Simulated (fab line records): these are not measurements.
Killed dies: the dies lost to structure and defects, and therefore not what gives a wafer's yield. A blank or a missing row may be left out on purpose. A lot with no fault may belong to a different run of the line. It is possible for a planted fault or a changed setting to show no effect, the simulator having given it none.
fab line records	flow nandHarc
[record] lots = 13	wafers = 39	lastDay = 23
route steps=1159 shown P_GATE@149 END@1159
lots that met no fault: from a run of the same line without faults
startH: hours from the record's first day to the start of the lot's first wafer shown	waitH: time in hours since the lot's previous step	" identical to the entry in the row above	L1.1+2: a single row standing in for several wafers	- no value present, or no start provided	* or withheld: withheld	< > ~ a bound
route shown NAME@n: a module of which the file shows steps, and the number in the route of the first	usual: the fault-free wafers' mean and standard deviation	same: alike in all rows	chamber/n: place in a boat	sites: readings site by site	_std_site: the standard deviation of these	_edge_site: the outer-site mean with the inner-site mean subtracted	radiusMm: how far each site lies from the wafer's centre	mask NAME#n: copy n	behind: the last tool/chamber to shape the wafer	hold: why the lot was held/for how many hours/how that ended	device: names the non-switching transistor (n, p or np)	end of line: tests run on the same wafers once the route is complete	a step given without rows: its recipe and nothing more	killed: dies that structure and defects cost at the first sort, which is not the same as the wafer's yield	map: a wafer's dies, x killed, . not, _ none there
set.NAME: the setting as run; set.NAME@STEP: as run at that earlier step	model.NAME: the simulator's own value behind a step, which no gauge read
the route's steps for a sample of lots (tables are steps, rows are wafers)
services: a tool's chamber out of use, with start hour (startH, from the record's first day; less than 0 if before it), hours out, and reason
[[steps]]
[step NHARC_P_GATE_ETCH_32]
[recipe] targetDepthA = 1500	overEtchFrac = 1	overEtchIonEnergyEv = 40	timeS = 100.1	hbrFlowSccm = 150	cl2FlowSccm = 50	rfW = 400	icpW = 400	biasW = 100	chemistry = HBr/Cl2
[usual] biasW = 99.96/0.29	drypumpMotorCurrentA = 6.1/0.38	oesProductAu = 1.004/0.01	throttleValvePct = 26.407/0.0089
lot.wafer	tool	chamber	startH	waitH	biasW	drypumpMotorCurrentA	oesProductAu	rfHoursCounterH	throttleValvePct
L726.4	rieSi-05	1	91.32	-	100.05	5.7	1.023	0.2	26.419
L726.3	"	2	"	"	100.06	6.6	1.008	0.2	26.406
L726.2	"	3	"	"	99.61	5.7	0.996	0.2	26.413
L727.3	rieSi-05	0	98.41	-	100.06	6.3	0.988	0.3	26.412
L727.4	"	1	"	"	99.58	5.7	1.019	0.2	26.407
L727.1	"	2	"	"	100.26	6.6	1.013	0.2	26.419
L729.3	rieSi-04	1	108.77	-	99.88	6.3	1.014	0.0	26.396
L729.1	"	2	"	"	100.11	6.2	1.025	0.0	26.397
L729.5	"	3	"	"	99.70	6.2	1.019	-	26.410
L728.1	rieSi-05	2	108.93	-	100.10	6.6	1.003	0.3	26.416
L728.3	"	0	"	"	100.13	6.3	0.996	0.4	26.414
L728.6	"	2	"	"	100.11	6.5	1.011	-	26.427
L731.1	rieSi-04	1	118.16	-	99.90	6.2	1.013	0.1	26.405
L731.4	"	2	"	"	99.63	6.2	1.012	0.1	26.400
L731.5	"	0	"	"	100.03	5.2	1.007	-	26.409
L732.2	rieSi-05	1	118.50	-	100.17	5.7	1.031	0.5	26.408
L732.5	"	2	"	"	99.74	6.6	1.004	-	26.407
L732.6	"	3	"	"	99.54	5.8	0.990	-	26.429
L733.2	rieSi-04	2	132.01	-	100.50	6.2	1.011	0.2	26.400
L733.5	"	0	"	"	100.23	5.2	1.014	-	26.398
L733.6	"	1	"	"	100.18	6.3	1.012	-	26.408
L734.2	rieSi-05	1	136.17	-	99.60	5.7	1.008	0.6	26.398
L734.1	"	0	"	"	99.92	6.3	0.992	0.7	26.419
L734.6	"	1	"	"	99.96	5.7	1.015	-	26.401
L735.4	rieSi-06	3	136.27	-	99.46	6.1	1.010	1.2	26.413
L735.3	"	2	"	"	99.72	6.3	1.016	1.0	26.403
L735.5	"	0	"	"	99.49	6.6	0.999	-	26.400
L736.1	rieSi-04	3	150.90	-	100.12	6.2	1.009	0.4	26.406
L736.6	"	3	"	"	100.32	6.2	1.012	-	26.424
L736.5	"	0	"	"	100.31	5.2	1.012	-	26.397
L739.2	rieSi-05	0	171.56	-	99.57	6.3	1.017	1.0	26.408
L739.4	"	2	"	"	100.21	6.6	0.999	0.9	26.409
L739.3	"	3	"	"	100.40	5.7	0.998	1.0	26.386
L738.3	rieSi-06	0	172.09	-	99.83	6.5	0.987	1.4	26.415
L738.4	"	1	"	"	99.30	5.7	0.990	1.2	26.408
L738.6	"	3	"	"	99.76	6.1	0.984	-	26.404
L740.2	rieSi-05	3	178.53	-	100.30	5.8	0.993	1.0	26.401
L740.5	"	2	"	"	99.98	6.6	1.017	-	26.421
L740.6	"	3	"	"	99.92	5.7	1.000	-	26.409
[step NHARC_P_GATE_CD_MEAS_46]
[recipe] targetCdNm = 720	landingEnergyEv = 500
[usual] cdNm = 718.3/2.2
lot.wafer	tool	chamber	startH	waitH	cdNm
L726.2	cdSem-01	0	102.63	-	713.9
L726.3	"	0	"	"	716.5
L726.4	"	0	"	"	717.3
L727.1	cdSem-03	0	112.00	-	718.9
L727.3	"	0	"	"	716.7
L727.4	"	0	"	"	718.0
L729.1	cdSem-01	0	120.10	-	718.4
L729.3	"	0	"	"	717.5
L729.5	"	0	"	"	716.8
L728.1	cdSem-03	0	120.39	-	716.4
L728.3	"	0	"	"	715.8
L728.6	"	0	"	"	714.0
L731.1	cdSem-03	0	129.44	-	717.3
L731.4	"	0	"	"	720.0
L731.5	"	0	"	"	715.2
L732.2	cdSem-02	0	129.93	-	719.1
L732.5	"	0	"	"	717.5
L732.6	"	0	"	"	718.3
L733.2	cdSem-02	0	143.27	-	719.9
L733.5	"	0	"	"	722.3
L733.6	"	0	"	"	720.4
L734.1	cdSem-02	0	147.49	-	719.0
L734.2	"	0	"	"	717.9
L734.6	"	0	"	"	719.6
L735.3	cdSem-01	0	147.77	-	717.2
L735.4	"	0	"	"	719.3
L735.5	"	0	"	"	723.5
L736.1	cdSem-01	0	162.28	-	719.9
L736.5	"	0	"	"	719.0
L736.6	"	0	"	"	721.6
L739.2	cdSem-03	0	183.49	-	719.0
L739.3	"	0	"	"	717.8
L739.4	"	0	"	"	718.6
L738.3	cdSem-01	0	183.65	-	719.3
L738.4	"	0	"	"	720.1
L738.6	"	0	"	"	719.7
L740.2	cdSem-02	0	189.81	-	721.2
L740.5	"	0	"	"	719.8
L740.6	"	0	"	"	719.1
[step NHARC_P_GATE_EXPOSE_88]
[recipe] na = 0.6	targetCdNm = 2000	doseMj = 11.87	maskId = P_HVN
lot.wafer	tool	chamber	startH	waitH	mask
L726.2+3+4	krfScanner-04	0	106.22	-	P_HVN#0
L727.1+3+4	krfScanner-02	0	115.35	-	P_HVN#0
L729.1+3+5	krfScanner-01	0	123.41	-	P_HVN#0
L728.1+3+6	krfScanner-04	0	123.73	-	P_HVN#0
L731.1+4+5	krfScanner-04	0	132.79	-	P_HVN#0
L732.2+5+6	krfScanner-04	0	133.37	-	P_HVN#0
L733.2+5+6	krfScanner-02	0	146.66	-	P_HVN#0
L734.1+2+6	krfScanner-04	0	150.84	-	P_HVN#0
L735.3+4+5	krfScanner-02	0	151.23	-	P_HVN#0
L736.1+5+6	krfScanner-02	0	165.59	-	P_HVN#0
L739.2+3+4	krfScanner-04	0	187.00	-	P_HVN#0
L738.3+4+6	krfScanner-04	0	187.49	-	P_HVN#0
L740.2+5+6	krfScanner-04	0	193.18	-	P_PSD#0
[step NHARC_P_GATE_CD_MEAS_91]
[recipe] targetCdNm = 2000	landingEnergyEv = 500
[usual] cdNm = 1999/3.1
lot.wafer	tool	chamber	startH	waitH	cdNm
L726.2	cdSem-03	0	106.37	-	2002
L726.3	"	0	"	"	2004
L726.4	"	0	"	"	2000
L727.1	cdSem-01	0	115.51	-	2003
L727.3	"	0	"	"	2004
L727.4	"	0	"	"	2000
L729.1	cdSem-03	0	123.57	-	2003
L729.3	"	0	"	"	2004
L729.5	"	0	"	"	2004
L728.1	cdSem-02	0	123.88	-	2002
L728.3	"	0	"	"	2002
L728.6	"	0	"	"	1999
L731.1	cdSem-01	0	132.94	-	1998
L731.4	"	0	"	"	1994
L731.5	"	0	"	"	1997
L732.2	cdSem-01	0	133.52	-	1999
L732.5	"	0	"	"	1999
L732.6	"	0	"	"	1998
L733.2	cdSem-02	0	146.82	-	1997
L733.5	"	0	"	"	2000
L733.6	"	0	"	"	1995
L734.1	cdSem-02	0	151.00	-	1999
L734.2	"	0	"	"	1994
L734.6	"	0	"	"	1993
L735.3	cdSem-02	0	151.38	-	2004
L735.4	"	0	"	"	2000
L735.5	"	0	"	"	2004
L736.1	cdSem-01	0	165.75	-	2001
L736.5	"	0	"	"	1999
L736.6	"	0	"	"	1999
L739.2	cdSem-01	0	187.15	-	1999
L739.3	"	0	"	"	2002
L739.4	"	0	"	"	2001
L738.3	cdSem-01	0	187.64	-	1993
L738.4	"	0	"	"	1996
L738.6	"	0	"	"	1998
L740.2	cdSem-03	0	193.33	-	-
L740.5	"	0	"	"	-
L740.6	"	0	"	"	-
[step NHARC_P_GATE_STRIP_113]
[recipe] powerW = 1500	tempC = 110	timeS = 740	chemistry = N2/H2
[usual] drypumpMotorCurrentA = 5.7/0.39	heaterPowerW = 84/11	rfReflPowerW = 23/8.4
lot.wafer	tool	chamber	startH	waitH	drypumpMotorCurrentA	heaterPowerW	rfHoursCounterH	rfReflPowerW
L726.2	plasmaAsher-02	0	107.37	0.6	6.4	96	34	20
L726.4	"	0	"	"	6.4	100	-	20
L726.3	"	1	"	"	5.4	93	-	8
L727.1	plasmaAsher-01	1	116.05	0.2	5.4	80	2	33
L727.4	"	1	"	"	5.3	82	-	33
L727.3	"	0	"	"	5.6	70	-	25
L729.1	plasmaAsher-01	1	124.13	0.2	5.3	83	4	32
L729.3	"	1	"	"	5.3	81	-	31
L729.5	"	0	"	"	5.6	72	-	26
L728.1	plasmaAsher-02	1	124.41	0.2	5.4	94	39	9
L728.3	"	0	"	"	6.4	99	-	21
L728.6	"	1	"	"	5.4	92	-	9
L731.1	plasmaAsher-02	1	133.50	0.2	5.4	91	43	9
L731.4	"	1	"	"	5.4	91	-	8
L731.5	"	0	"	"	6.4	102	-	20
L732.2	plasmaAsher-01	0	134.20	0.3	5.6	72	9	26
L732.5	"	1	"	"	5.3	80	-	32
L732.6	"	0	"	"	5.6	73	-	25
L733.2	plasmaAsher-02	1	147.36	0.2	5.4	93	47	9
L733.5	"	1	"	"	5.4	91	-	9
L733.6	"	0	"	"	6.4	96	-	20
L734.2	plasmaAsher-02	1	151.53	0.2	5.4	88	49	9
L734.1	"	0	"	"	6.4	98	49	20
L734.6	"	0	"	"	6.4	97	-	19
L735.3	plasmaAsher-01	0	152.15	0.4	5.6	70	-	25
L735.4	"	1	"	"	5.4	82	-	32
L735.5	"	1	"	"	5.3	79	-	32
L736.1	plasmaAsher-02	1	166.40	0.3	5.4	92	55	9
L736.5	"	0	"	"	6.4	100	-	20
L736.6	"	1	"	"	5.4	92	-	8
L739.2	plasmaAsher-01	1	187.80	0.3	5.3	80	27	32
L739.3	"	0	"	"	5.6	71	-	26
L739.4	"	1	"	"	5.3	79	-	32
L738.4	plasmaAsher-01	0	188.69	0.6	5.6	72	-	25
L738.3	"	1	"	"	5.3	83	-	32
L738.6	"	0	"	"	5.7	71	-	27
L740.2	plasmaAsher-02	1	194.28	0.3	5.4	89	0	8
L740.6	"	0	"	"	6.4	100	-	20
L740.5	"	1	"	"	5.4	89	-	8
[step NHARC_END_SORT_01]
[recipe] tempC = 25
[usual] killedAtArray = 28/11	killedAtOther = 0.7/0.88	killedAtPeriphery = 3.1/2.2	killedDies = 31/12	killedOpen = 3.3/2	killedShort = 2.0/1.6
[same] grossDies = 677
lot.wafer	tool	chamber	startH	waitH	hold	killedAtArray	killedAtOther	killedAtPeriphery	killedDies	killedOpen	killedShort
L726.2	prober-02	0	444.26	2.8	-	33	3	3	39	3	3
L726.3	prober-02	0	445.07	3.1	-	23	2	2	27	4	1
L726.4	prober-02	0	445.88	3.4	-	16	2	4	22	1	0
L727.1	prober-01	0	451.41	2.5	-	23	1	4	28	3	1
L727.3	prober-01	0	453.01	3.1	-	24	2	4	30	4	4
L727.4	prober-01	0	453.81	3.4	-	19	1	6	26	0	1
L729.1	prober-02	0	459.15	2.5	-	12	0	1	13	1	0
L729.3	prober-02	0	460.77	3.1	-	16	0	4	20	4	1
L729.5	prober-02	0	462.40	3.8	-	26	0	3	29	4	6
L728.1	prober-01	0	459.20	2.5	-	22	0	6	28	3	3
L728.3	prober-01	0	460.77	3.1	-	19	0	3	22	0	1
L728.6	prober-01	0	463.14	3.9	-	21	1	1	23	1	1
L731.1	prober-01	0	466.92	2.5	-	16	1	4	21	5	1
L731.4	prober-01	0	469.28	3.4	-	18	0	4	22	5	2
L731.5	prober-01	0	470.07	3.6	-	24	0	3	27	3	1
L732.2	prober-01	0	475.47	2.8	-	16	2	3	21	7	1
L732.5	prober-01	0	477.91	3.8	-	20	0	1	21	2	1
L732.6	prober-01	0	478.72	4.1	-	15	1	4	20	5	0
L734.1	prober-02	0	487.69	2.5	-	16	1	4	21	1	0
L734.2	prober-02	0	488.48	2.8	-	23	1	1	25	1	2
L734.6	prober-02	0	491.67	4.0	-	28	1	1	30	4	1
L733.2	prober-01	0	488.48	2.8	-	33	0	5	38	4	4
L733.5	prober-01	0	490.88	3.7	-	32	1	3	36	5	1
L733.6	prober-01	0	491.68	4.0	-	28	0	2	30	1	1
L735.3	prober-02	0	500.25	3.1	-	20	1	2	23	2	6
L735.4	prober-02	0	501.05	3.4	-	14	2	1	17	2	6
L735.5	prober-02	0	501.85	3.7	-	14	1	0	15	1	0
L736.1	prober-02	0	506.44	2.5	-	44	1	2	47	5	1
L736.5	prober-02	0	509.70	3.8	-	33	1	1	35	1	1
L736.6	prober-02	0	510.52	4.1	-	40	0	2	42	3	0
L739.2	prober-01	0	518.38	2.8	-	28	1	1	30	1	2
L739.3	prober-01	0	519.17	3.1	-	29	0	6	35	5	2
L739.4	prober-01	0	519.95	3.4	-	24	0	2	26	0	4
L738.3	prober-02	0	526.08	3.1	-	33	1	5	39	1	6
L738.4	prober-02	0	526.88	3.4	-	37	0	1	38	4	0
L738.6	prober-02	0	528.48	4.0	-	41	0	3	44	6	4
L740.2	prober-01	0	544.93	2.8	awaitDispo/9.4h/scrap	33	1	643	677	1	3
L740.5	prober-01	0	547.33	3.7	awaitDispo/9.4h/scrap	23	3	651	677	4	2
L740.6	prober-01	0	548.14	4.0	awaitDispo/9.4h/scrap	30	0	647	677	2	2
// killed by level:class
L726.2 A_CHANNEL_HOLE_D1:chamberFilmFlake=12 A_SLIT:chamberFilmFlake=7 A_STAIRCASE:chamberFilmFlake=6 A_CONTACT:chamberFilmFlake=2 THIN_TSV:chamberFilmFlake=2 P_M1:geometricParticle:short=1 A_ONON_D1:geometricParticle:open=1 A_CHANNEL_HOLE_D1:geometricParticle:short=1
L726.3 A_CHANNEL_HOLE_D1:chamberFilmFlake=9 A_SLIT:chamberFilmFlake=5 A_CONTACT:chamberFilmFlake=4 A_CONTACT:geometricParticle:open=2 THIN_TSV:chamberFilmFlake=2 P_CONTACT:geometricParticle:open=1 P_M0:geometricParticle:short=1 A_SOURCE_PLATE:geometricParticle:open=1
L726.4 A_CHANNEL_HOLE_D1:chamberFilmFlake=7 A_SLIT:chamberFilmFlake=4 A_CONTACT:chamberFilmFlake=3 P_GATE:chamberFilmFlake=2 A_STAIRCASE:chamberFilmFlake=2 THIN_TSV:chamberFilmFlake=2 P_M0:geometricParticle:open=1 P_STI:chamberFilmFlake=1
L727.1 A_CHANNEL_HOLE_D1:chamberFilmFlake=7 A_SLIT:chamberFilmFlake=7 A_CONTACT:chamberFilmFlake=4 P_ZERO_WELL:chamberFilmFlake=2 A_ONON_D1:geometricParticle:open=1 A_CHANNEL_FILL_D1:geometricParticle:open=1 A_WL_FILL:geometricParticle:short=1 A_CONTACT:geometricParticle:open=1
L727.3 A_CHANNEL_HOLE_D1:chamberFilmFlake=12 A_SLIT:chamberFilmFlake=3 A_CONTACT:chamberFilmFlake=3 P_M0:geometricParticle:open=2 P_M1:geometricParticle:open=1 A_ONON_D1:geometricParticle:open=1 A_ONON_D1:geometricParticle:short=1 A_CHANNEL_FILL_D1:geometricParticle:short=1
L727.4 A_CHANNEL_HOLE_D1:chamberFilmFlake=9 A_SLIT:chamberFilmFlake=8 P_ZERO_WELL:chamberFilmFlake=3 P_GATE:geometricParticle:short=1 P_GATE:chamberFilmFlake=1 P_M1:chamberFilmFlake=1 A_CHANNEL_FILL_D1:chamberFilmFlake=1 A_CONTACT:chamberFilmFlake=1
L729.1 A_SLIT:chamberFilmFlake=5 A_WL_FILL:chamberFilmFlake=3 A_CONTACT:geometricParticle:open=1 P_GATE:chamberFilmFlake=1 A_ZERO_WELL:chamberFilmFlake=1 A_CHANNEL_HOLE_D1:chamberFilmFlake=1 A_BLC:chamberFilmFlake=1
L728.1 A_CHANNEL_HOLE_D1:chamberFilmFlake=10 A_WL_FILL:geometricParticle:open=2 P_STI:chamberFilmFlake=2 P_GATE:chamberFilmFlake=2 A_WL_FILL:chamberFilmFlake=2 A_CONTACT:chamberFilmFlake=2 A_CHANNEL_FILL_D1:geometricParticle:short=1 A_WL_FILL:geometricParticle:short=1
L728.3 A_CHANNEL_HOLE_D1:chamberFilmFlake=14 P_ZERO_WELL:chamberFilmFlake=3 A_CONTACT:chamberFilmFlake=3 A_CHANNEL_FILL_D1:geometricParticle:short=1 A_BLC:chamberFilmFlake=1
L729.3 A_SLIT:chamberFilmFlake=6 A_CHANNEL_HOLE_D1:chamberFilmFlake=3 A_BLC:chamberFilmFlake=3 P_GATE:geometricParticle:open=1 P_CONTACT:geometricParticle:open=1 A_WL_FILL:geometricParticle:open=1 A_M0:geometricParticle:short=1 A_M1:geometricParticle:open=1
L729.5 A_SLIT:chamberFilmFlake=6 A_CHANNEL_HOLE_D1:chamberFilmFlake=4 A_WL_FILL:chamberFilmFlake=3 A_CONTACT:chamberFilmFlake=3 A_CHANNEL_FILL_D1:geometricParticle:short=2 P_BONDPAD:chamberFilmFlake=2 A_CHANNEL_HOLE_D1:geometricParticle:short=1 A_CHANNEL_HOLE_D1:geometricParticle:open=1
L728.6 A_CHANNEL_HOLE_D1:chamberFilmFlake=9 A_CONTACT:chamberFilmFlake=4 A_WL_FILL:chamberFilmFlake=2 A_SOURCE_PLATE:geometricParticle:open=1 A_ONON_D1:geometricParticle:short=1 P_STI:chamberFilmFlake=1 A_CHANNEL_FILL_D1:chamberFilmFlake=1 A_STAIRCASE:chamberFilmFlake=1
L731.1 A_SLIT:chamberFilmFlake=8 P_GATE:chamberFilmFlake=2 A_CHANNEL_HOLE_D1:chamberFilmFlake=2 P_STI:geometricParticle:open=1 P_CONTACT:geometricParticle:short=1 A_ONON_D1:geometricParticle:open=1 A_SGD_CUT:geometricParticle:open=1 A_CONTACT:geometricParticle:open=1
L731.4 A_SLIT:chamberFilmFlake=8 A_CHANNEL_HOLE_D1:chamberFilmFlake=3 P_GATE:geometricParticle:open=1 P_M2:geometricParticle:open=1 A_ONON_D1:geometricParticle:open=1 A_CHANNEL_HOLE_D1:geometricParticle:short=1 A_SGD_CUT:geometricParticle:open=1 A_SGD_CUT:geometricParticle:short=1
L731.5 A_SLIT:chamberFilmFlake=13 A_STAIRCASE:chamberFilmFlake=4 P_ZERO_WELL:chamberFilmFlake=2 A_CHANNEL_HOLE_D1:chamberFilmFlake=2 A_CHANNEL_FILL_D1:geometricParticle:short=1 A_CHANNEL_FILL_D1:geometricParticle:open=1 A_BLC:geometricParticle:open=1 A_M0:geometricParticle:open=1
L732.2 A_CHANNEL_HOLE_D1:chamberFilmFlake=11 P_CONTACT:geometricParticle:open=2 A_ONON_D1:geometricParticle:open=1 A_CHANNEL_FILL_D1:geometricParticle:open=1 A_WL_FILL:geometricParticle:open=1 A_CONTACT:geometricParticle:open=1 P_GATE:chamberFilmFlake=1 STARTING-WAFER:geometricParticle:open=1
L732.5 A_CHANNEL_HOLE_D1:chamberFilmFlake=14 A_CONTACT:chamberFilmFlake=3 P_M0:geometricParticle:open=1 A_CONTACT:geometricParticle:open=1 A_M1:geometricParticle:short=1 A_STAIRCASE:chamberFilmFlake=1
L732.6 A_CHANNEL_HOLE_D1:chamberFilmFlake=11 P_GATE:geometricParticle:open=1 P_CONTACT:geometricParticle:open=1 P_M0:geometricParticle:open=1 A_CONTACT:geometricParticle:open=1 A_M1:geometricParticle:open=1 P_GATE:chamberFilmFlake=1 A_STAIRCASE:chamberFilmFlake=1
L734.1 A_SLIT:chamberFilmFlake=8 A_STAIRCASE:chamberFilmFlake=2 P_M2:chamberFilmFlake=2 A_CHANNEL_HOLE_D1:chamberFilmFlake=2 A_WL_FILL:chamberFilmFlake=2 P_CONTACT:geometricParticle:open=1 P_GATE:chamberFilmFlake=1 A_CHANNEL_FILL_D1:chamberFilmFlake=1
L734.2 A_SLIT:chamberFilmFlake=9 A_CONTACT:chamberFilmFlake=4 A_CHANNEL_HOLE_D1:chamberFilmFlake=3 A_STAIRCASE:chamberFilmFlake=3 A_CONTACT:geometricParticle:open=1 A_BLC:geometricParticle:short=1 A_M0:geometricParticle:short=1 P_M2:chamberFilmFlake=1
L733.2 A_CHANNEL_HOLE_D1:chamberFilmFlake=11 A_SLIT:chamberFilmFlake=11 A_CONTACT:chamberFilmFlake=3 A_CHANNEL_FILL_D1:geometricParticle:open=2 P_GATE:chamberFilmFlake=2 P_GATE:geometricParticle:short=1 P_M1:geometricParticle:short=1 A_ONON_D1:geometricParticle:short=1
L733.5 A_CHANNEL_HOLE_D1:chamberFilmFlake=11 A_SLIT:chamberFilmFlake=11 A_CONTACT:chamberFilmFlake=4 A_CONTACT:geometricParticle:open=2 P_M2:chamberFilmFlake=2 P_M0:geometricParticle:open=1 A_ONON_D1:geometricParticle:short=1 A_WL_FILL:geometricParticle:open=1
L734.6 A_SLIT:chamberFilmFlake=12 A_BLC:chamberFilmFlake=5 A_STAIRCASE:chamberFilmFlake=3 A_CONTACT:chamberFilmFlake=3 A_CONTACT:geometricParticle:open=2 A_SGD_CUT:geometricParticle:open=1 A_M0:geometricParticle:open=1 STARTING-WAFER:geometricParticle:short=1
L733.6 A_CHANNEL_HOLE_D1:chamberFilmFlake=12 A_SLIT:chamberFilmFlake=6 A_STAIRCASE:chamberFilmFlake=4 A_CONTACT:chamberFilmFlake=3 A_CHANNEL_FILL_D1:geometricParticle:short=1 A_CONTACT:geometricParticle:open=1 P_GATE:chamberFilmFlake=1 P_M2:chamberFilmFlake=1
L735.3 A_STAIRCASE:chamberFilmFlake=5 A_ZERO_WELL:chamberFilmFlake=3 A_CHANNEL_HOLE_D1:chamberFilmFlake=3 P_GATE:geometricParticle:short=1 P_M0:geometricParticle:open=1 A_SOURCE_PLATE:geometricParticle:short=1 A_SGD_CUT:geometricParticle:short=1 A_WL_FILL:geometricParticle:short=1
L735.4 A_ZERO_WELL:chamberFilmFlake=3 A_CHANNEL_HOLE_D1:chamberFilmFlake=3 A_CHANNEL_FILL_D1:geometricParticle:short=2 A_ONON_D1:geometricParticle:short=1 A_WL_FILL:geometricParticle:short=1 A_WL_FILL:geometricParticle:open=1 A_M0:geometricParticle:open=1 STARTING-WAFER:geometricParticle:short=1
L735.5 A_STAIRCASE:chamberFilmFlake=5 A_ZERO_WELL:chamberFilmFlake=4 A_CHANNEL_FILL_D1:chamberFilmFlake=2 A_CHANNEL_FILL_D1:geometricParticle:open=1 A_CHANNEL_HOLE_D1:chamberFilmFlake=1 A_CONTACT:chamberFilmFlake=1 THIN_TSV:chamberFilmFlake=1
L736.1 A_CHANNEL_HOLE_D1:chamberFilmFlake=16 A_SLIT:chamberFilmFlake=13 A_CONTACT:chamberFilmFlake=4 A_WL_FILL:geometricParticle:open=3 A_STAIRCASE:chamberFilmFlake=2 A_M1:chamberFilmFlake=2 A_WL_FILL:chamberFilmFlake=2 P_GATE:geometricParticle:open=1
L736.5 A_CHANNEL_HOLE_D1:chamberFilmFlake=13 A_SLIT:chamberFilmFlake=8 A_STAIRCASE:chamberFilmFlake=5 A_CHANNEL_FILL_D1:chamberFilmFlake=2 A_WL_FILL:chamberFilmFlake=2 A_BLC:geometricParticle:short=1 A_BONDPAD:geometricParticle:open=1 P_GATE:chamberFilmFlake=1
L736.6 A_SLIT:chamberFilmFlake=15 A_CHANNEL_HOLE_D1:chamberFilmFlake=14 A_STAIRCASE:chamberFilmFlake=5 A_CONTACT:chamberFilmFlake=2 A_M1:chamberFilmFlake=2 P_M0:geometricParticle:open=1 A_SOURCE_PLATE:geometricParticle:open=1 A_WL_FILL:geometricParticle:open=1
L739.2 A_SLIT:chamberFilmFlake=8 A_STAIRCASE:chamberFilmFlake=7 A_CHANNEL_HOLE_D1:chamberFilmFlake=5 A_CONTACT:chamberFilmFlake=3 A_CHANNEL_FILL_D1:chamberFilmFlake=2 A_WL_FILL:geometricParticle:short=1 A_M0:geometricParticle:open=1 P_STI:chamberFilmFlake=1
L739.3 A_SLIT:chamberFilmFlake=11 P_STI:chamberFilmFlake=5 A_STAIRCASE:chamberFilmFlake=4 A_CHANNEL_HOLE_D1:chamberFilmFlake=3 A_CONTACT:chamberFilmFlake=3 P_M0:geometricParticle:short=1 A_ONON_D1:geometricParticle:open=1 A_CHANNEL_HOLE_D1:geometricParticle:open=1
L739.4 A_SLIT:chamberFilmFlake=9 A_CHANNEL_HOLE_D1:chamberFilmFlake=8 A_ONON_D1:geometricParticle:short=3 P_STI:chamberFilmFlake=2 A_M1:chamberFilmFlake=2 A_CHANNEL_HOLE_D1:geometricParticle:short=1 A_CHANNEL_FILL_D1:chamberFilmFlake=1
L738.3 A_SLIT:chamberFilmFlake=12 A_CHANNEL_HOLE_D1:chamberFilmFlake=6 A_STAIRCASE:chamberFilmFlake=4 A_CONTACT:chamberFilmFlake=4 P_CONTACT:geometricParticle:short=2 P_ZERO_WELL:chamberFilmFlake=2 P_STI:geometricParticle:short=1 A_CHANNEL_FILL_D1:geometricParticle:short=1
L738.4 A_CHANNEL_HOLE_D1:chamberFilmFlake=12 A_SLIT:chamberFilmFlake=9 A_STAIRCASE:chamberFilmFlake=4 A_CONTACT:chamberFilmFlake=3 A_ZERO_WELL:chamberFilmFlake=3 A_SGD_CUT:chamberFilmFlake=2 P_M0:geometricParticle:open=1 A_CHANNEL_FILL_D1:geometricParticle:open=1
L738.6 A_CHANNEL_HOLE_D1:chamberFilmFlake=15 A_SLIT:chamberFilmFlake=7 A_STAIRCASE:chamberFilmFlake=5 A_M1:geometricParticle:open=3 A_CONTACT:chamberFilmFlake=2 A_ONON_D1:geometricParticle:short=1 A_CHANNEL_HOLE_D1:geometricParticle:short=1 A_CHANNEL_FILL_D1:geometricParticle:open=1
L740.2 P_GATE:areaExpose=643 A_CHANNEL_HOLE_D1:chamberFilmFlake=23 A_STAIRCASE:chamberFilmFlake=3 A_ONON_D1:geometricParticle:short=1 A_WL_FILL:geometricParticle:short=1 A_CONTACT:geometricParticle:open=1 A_M0:geometricParticle:short=1 A_ZERO_WELL:chamberFilmFlake=1
L740.5 P_GATE:areaExpose=649 A_CHANNEL_HOLE_D1:chamberFilmFlake=11 A_CONTACT:chamberFilmFlake=4 THIN_TSV:chamberFilmFlake=3 A_STAIRCASE:chamberFilmFlake=2 P_CONTACT:geometricParticle:open=1 A_SOURCE_PLATE:geometricParticle:open=1 A_ONON_D1:geometricParticle:short=1
L740.6 P_GATE:areaExpose=643 A_CHANNEL_HOLE_D1:chamberFilmFlake=17 A_CONTACT:chamberFilmFlake=8 P_M0:chamberFilmFlake=3 A_STAIRCASE:chamberFilmFlake=2 P_CONTACT:geometricParticle:open=1 A_SOURCE_PLATE:geometricParticle:short=1 A_CHANNEL_HOLE_D1:geometricParticle:short=1
[[services]]
tool	chamber	startH	hours	kind
plasmaAsher-01	-	70.84	0.4	repair
rieSi-05	0	71.00	-	clean
rieSi-05	1	71.00	-	clean
rieSi-05	2	71.00	-	clean
rieSi-05	3	71.00	-	clean
krfScanner-02	-	79.23	4.4	repair
krfScanner-01	-	84.00	4.0	pm
krfScanner-02	-	84.14	0.8	repair
plasmaAsher-01	-	99.00	9.0	pm
plasmaAsher-01	0	99.00	9.0	ventCycle
plasmaAsher-01	1	99.00	9.0	ventCycle
rieSi-04	-	99.00	9.0	pm
krfScanner-04	-	105.08	0.6	repair
krfScanner-02	-	135.23	0.8	repair
krfScanner-04	-	137.06	4.0	pm
plasmaAsher-02	-	155.82	0.7	repair
rieSi-06	-	160.04	0.7	repair
plasmaAsher-02	-	183.00	9.0	pm
plasmaAsher-02	0	183.00	9.0	ventCycle
plasmaAsher-02	1	183.00	9.0	ventCycle
rieSi-06	-	183.00	9.0	pm
plasmaAsher-02	0	192.00	-	clean
plasmaAsher-02	1	192.00	-	clean
plasmaAsher-01	-	193.75	1.8	repair
[[key]]
[firstSign] step = NHARC_P_GATE_EXPOSE_88	reading = mask	direction = changed
[effect] step = NHARC_P_GATE_CD_MEAS_91	reading = cdNm	direction = missing
[effect] step = NHARC_END_SORT_01	reading = killedAtPeriphery	direction = up	sigmas = 99+	usual = 3.1	struck = 647
[moreKillsBornAt] NHARC_P_GATE_EXPOSE_88@krfScanner-04 = 1935
metAt NHARC_P_GATE_EXPOSE_88
struckLots L740
laterRowsLeftOut L740.2,L740.5,L740.6
testerLeftOut L740
notActingAt NHARC_P_GATE_ETCH_32,NHARC_P_GATE_CD_MEAS_46,NHARC_P_GATE_STRIP_113
onsetBetween 187.49 193.18
[fault] kind = wrongMask	tool = any	chamber = -	onsetH = 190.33	steps = NHARC_P_GATE_EXPOSE_88	auxCopy = P_PSD#0	scope = struckLotsOnly
// testerLeftOut: of these lots the tester's yield and bins aren't shown, on N5 and GAA mostly nor the transistor test; their killed dies are dies lost to structure and defects alone, not to doping, threshold or leakage, so they don't give the yield
// laterRowsLeftOut: the simulator's readings of these wafers behind a module that went badly wrong aren't trusted and aren't shown, but for the sort
